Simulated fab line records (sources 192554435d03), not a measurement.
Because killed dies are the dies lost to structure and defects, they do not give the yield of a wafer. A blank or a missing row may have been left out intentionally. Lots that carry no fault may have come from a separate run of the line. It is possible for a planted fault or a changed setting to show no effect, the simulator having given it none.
Matching of chambers -- flow n5-finfet -- N5_BEOL_M5_DEP_56 on pecvd-01: 3 sister chambers
The step deposits SiCN from 3MS/NH3, target thk 8 nm, time 14 s. 3 wafers are shown with their chamber, then 8 later ones without.

## WAFERS WITH THEIR CHAMBER
wafer,chamber,throttle-valve-pct (%)
L622.1,1,10.1
L622.3,2,8.8
L626.1,0,9.1

## WAFERS WHOSE CHAMBER IS MISSING
wafer,throttle-valve-pct (%)
L626.2,10.1
L626.6,8.8
L628.1,8.8
L628.5,9.1
L628.6,10.0
L631.1,9.0
L631.4,8.6
L631.6,9.1

## EACH ONE'S CHAMBER
wafer,from the rows above,in truth
L626.2,1,1
L626.6,2,2
L628.1,2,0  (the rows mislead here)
L628.5,0,0
L628.6,1,1
L631.1,can't be placed: 0 or 2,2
L631.4,2,2
L631.6,0,0
Placed correctly: 6 of 8. Cannot be placed on the basis of these rows: 1; the candidates contain the true chamber in 1. Wrongly placed: 1.
How it was worked out, from the rows above alone: a wafer's distance from a chamber is the root of the sum, over the readings, of the square of ((its reading less the chamber's mean) divided by the reading's scatter). If the next closest chamber is less than 2 further off than the closest, the wafer can't be placed; otherwise it belongs to the closest. The mean given for a chamber averages the wafers shown for that chamber. The scatter: root of mean squared gap, hidden wafer to nearest shown wafer, with one shown wafer a chamber.
